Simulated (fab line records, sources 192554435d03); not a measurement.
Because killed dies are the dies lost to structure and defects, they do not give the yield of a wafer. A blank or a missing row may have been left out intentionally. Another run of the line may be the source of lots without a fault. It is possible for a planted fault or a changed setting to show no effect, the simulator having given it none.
A struck lot beside a sound one	flow n5Finfet	23 steps out of a route of 1938
Sound: the wafers L215.4, L215.5, L215.6. Struck: wafer L211.3. (L211.1, L211.4 of the same lot were not struck and are left out.) The cause comes at the end.
At each step with rows: each side's tool, then ch and its chambers, then its first start. Under that, the readings that differ: sound wafers	struck wafers	difference of the means	sigmas: that difference in standard deviations of wafers without a fault.
alike: a reading whose means differ by less than 2 such deviations, as well as words and numbers matching on both sides. not compared: withheld readings; readings where some wafer has no value; bounds like >300 that might hide an equal value; numbers whose values overlap and for which the record gives no deviation.
A row with sigmas, a row that says differs or no value, or rows on one side alone: a step with any of these is where the two part. Non-overlapping numbers with no deviation appear without sigmas and do not part them. Lack of a reading on every wafer of one side parts them only where that side has two or more wafers.

first, 9 steps without rows for these wafers: N5_FIN_CUT_EXPOSE_05 (exposes mask FIN CUT); N5_FIN_CUT_PEB_06 (peb time 60 s); N5_FIN_CUT_DEVELOP_07 (develop time 30 s); N5_FIN_CUT_DESCUM_13 (chemistry O2, time 7 s); N5_FIN_CUT_ETCH_30 (etches underlayer in N2/H2, target depth 13 nm, time 10.4 s); N5_FIN_CUT_ETCH_20 (etches SiARC in CF4, target depth 26 nm, time 43.3 s); N5_FIN_CUT_ETCH_21 (etches SOC in N2/H2, target depth 219 nm, overetch 43.8 nm, time 523.5 s); N5_FIN_CUT_STRIP_23 (strips in N2/H2); N5_FIN_CUT_STRIP_31 (strips in N2/H2).
N5_FIN_CUT_STRIP_24: strips in CF4.
  sound on rieDiel-02 ch 0,1,3, day 7 18:12; struck on rieDiel-04 ch 1, day 6 16:46
  alike: drypumpMotorCurrentA, oesProductAu, rfVppV, showerheadPlenumPTorr, throttleValvePct
  not compared: rfHoursCounterH
then, 9 steps without rows for these wafers: N5_FIN_CUT_CUT_ETCH_26 (etches SiNx in CH3F/O2, target depth 39 nm, time 55.7 s); N5_FIN_CUT_CUT_ETCH_27 (etches SiO2 in CHF3/O2, target depth 4 nm, overetch 2 nm, time 4.9 s); N5_FIN_CUT_PRECLEAN_35 (cleans in vHF, time 13.3 s); N5_FIN_CUT_CUT_ETCH_15 (etches Si in HBr/Cl2/O2, target depth 100 nm, bt time 10 s, time 42.4 s); N5_FIN_CUT_CUT_ETCH_28 (etches Si in HBr/Cl2/O2, target depth 6 nm, time 2.4 s); N5_FIN_CUT_STRIP_22 (strips in N2/H2); N5_FIN_CUT_PRECLEAN_36 (cleans in O3/DIW, time 60 s); N5_FIN_CUT_SRD_32 (time 30 s); N5_FIN_CUT_UV_OZONE_34 (time 120 s).
N5_FIN_CUT_INSPECT_17: inspects for defects (brightfield).
  sound on defectInspect-02, day 7 19:05; struck on defectInspect-01, day 6 17:19
reading	sound	struck	difference	sigmas
rawDefectCount	163 158 163	847	+686	+10
then, 1 step without rows for these wafers: N5_STI_FIN_REVEAL_ALD_00 (deposits SiO2, target thk 1 nm, pulse time 1 s).
-- the record jumps here: 6 days lie between the struck wafers' starts before and after (it left off in module STI_FIN_REVEAL and takes up again in module BEOL_M4, whose first step shown is number 1111 of the route) --
N5_BEOL_M4_RC_MEAS_101:
  sound on prober-01 ch 0, day 14 15:46; struck on prober-01 ch 0, day 12 19:35
reading	sound	struck	difference	sigmas
SS_P (mV/dec)	71.8 71.5 72.5	73.9	+2.0	+3
  alike: DIBL_N, DIBL_P, IOFF_N, IOFF_P, ION_N, ION_P, SS_N, VT_N, VT_P
-- a jump in the record: the struck wafers' starts before and after are 4 days apart (it breaks off in module BEOL_M4 and resumes in module PASSIVATION, where the first step shown is number 1936 of the route) --
N5_PASSIVATION_PROBE_49:
  the record has rows for the struck wafers here (prober-01, day 17 07:33) and none for the sound ones

== WHERE THEY PART ==
Last at N5_PASSIVATION_PROBE_49 as far as this record goes, first at N5_FIN_CUT_INSPECT_17.

WHY: what had been put in by the simulator
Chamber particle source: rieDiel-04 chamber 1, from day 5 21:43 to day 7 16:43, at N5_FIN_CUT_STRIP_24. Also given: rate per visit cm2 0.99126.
